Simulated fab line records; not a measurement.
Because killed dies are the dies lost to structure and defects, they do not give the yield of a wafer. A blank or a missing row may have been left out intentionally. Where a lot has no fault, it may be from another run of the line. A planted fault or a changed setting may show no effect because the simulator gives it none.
Matching of chambers / flow nand_harc / ald_metal-03 running NHARC_A_WL_FILL_ALD_02: 4 sister chambers
The step deposits TiN, target thk 2 nm, pulse time 3 s, ald cycles 100. 4 wafers are shown with their chamber, then 9 later ones without.

WAFERS PAIRED WITH THEIR CHAMBERS
wafer=L084.1; chamber=0; heater_power_outer_w (W)=722
wafer=L090.3; chamber=3; heater_power_outer_w (W)=559
wafer=L090.4; chamber=2; heater_power_outer_w (W)=706
wafer=L090.5; chamber=1; heater_power_outer_w (W)=610

WAFERS WHOSE CHAMBER IS MISSING
wafer=L088.2; heater_power_outer_w (W)=778
wafer=L088.3; heater_power_outer_w (W)=695
wafer=L088.5; heater_power_outer_w (W)=619
wafer=L092.2; heater_power_outer_w (W)=771
wafer=L092.5; heater_power_outer_w (W)=787
wafer=L092.6; heater_power_outer_w (W)=608
wafer=L094.1; heater_power_outer_w (W)=611
wafer=L094.3; heater_power_outer_w (W)=706
wafer=L094.4; heater_power_outer_w (W)=561

WHICH CHAMBER EACH ONE RAN IN
wafer=L088.2; from the rows above=can't be placed: 0 or 2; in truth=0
wafer=L088.3; from the rows above=can't be placed: 2 or 0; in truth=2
wafer=L088.5; from the rows above=can't be placed: 1 or 3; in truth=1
wafer=L092.2; from the rows above=can't be placed: 0 or 2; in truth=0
wafer=L092.5; from the rows above=can't be placed: 0 or 2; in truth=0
wafer=L092.6; from the rows above=can't be placed: 1 or 3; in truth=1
wafer=L094.1; from the rows above=can't be placed: 1 or 3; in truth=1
wafer=L094.3; from the rows above=can't be placed: 2 or 0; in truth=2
wafer=L094.4; from the rows above=can't be placed: 3 or 1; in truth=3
0 of 9 placed correctly. From these rows, 9 cannot be placed; in 9 the true chamber is one of the candidates. Number placed wrongly: 0.
How it was worked out, from the rows above alone: a wafer's distance from a chamber is the root of the sum, over the readings, of the square of ((its reading less the chamber's mean) divided by the reading's scatter). If the next closest chamber is less than 2 further off than the closest, the wafer can't be placed; otherwise it belongs to the closest. Each chamber's mean is taken over the wafers shown for it. The scatter: root of mean squared gap, hidden wafer to nearest shown wafer, with one shown wafer a chamber.
